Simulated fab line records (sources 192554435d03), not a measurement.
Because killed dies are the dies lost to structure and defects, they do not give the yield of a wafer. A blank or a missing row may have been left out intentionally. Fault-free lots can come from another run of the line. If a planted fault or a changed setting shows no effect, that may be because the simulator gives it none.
Which tool is to blame?    flow n5-finfet    27 wafers sampled from 9 lots at 1 step of a route of 1938

WHAT THE GAUGES SHOWED, per wafer
N5_SD_EPI_N_OVL_MEAS_10.
lot   measured     on          SD_N_BLK_OVL (nm)
L436  day 3 11:54  overlay-02  -1.0 -0.2 -1.7
L439  day 4 06:50  overlay-02  -0.2 -0.2 -1.1
L440  day 4 12:50  overlay-02  -0.1 0.5 0.4
L441  day 4 18:50  overlay-01  0.1 -0.4 0.5
L442  day 5 02:26  overlay-02  -0.4 0.4 0.4
L445  day 5 21:23  overlay-02  -0.7 0.0 0.2
L451  day 7 07:06  overlay-02  -0.1 -0.3 1.3
L453  day 7 17:15  overlay-01  -0.3 -1.0 -0.7
L457  day 9 00:33  overlay-02  -0.2 -0.9 -0.3

EACH LOT AND THE TOOL THAT RAN IT (in order: tool; ch and the chambers of the sampled wafers; start)
The record shows no process step preceding these readings.

THE ANSWER, worked out from the rows above alone
Rule: the usual values come from the lots themselves. Put in order of their means at a reading, lots are off if they are a third of the lots or fewer, leave a main group of 4 or more, and stand apart from it by a gap of 3 or more times the standard deviation of the main group's means; of several such gaps the widest counts. If all means in a main group match to the digits the tables above print for the reading, that group is not used. Also off: a lot with no number at a reading for which 4 or more lots have one. All remaining lots with rows at the step are treated as sound.
No lot is off on any of the readings shown, so nothing can be concluded from this.

WHAT HAD BEEN PUT IN BY THE SIMULATOR
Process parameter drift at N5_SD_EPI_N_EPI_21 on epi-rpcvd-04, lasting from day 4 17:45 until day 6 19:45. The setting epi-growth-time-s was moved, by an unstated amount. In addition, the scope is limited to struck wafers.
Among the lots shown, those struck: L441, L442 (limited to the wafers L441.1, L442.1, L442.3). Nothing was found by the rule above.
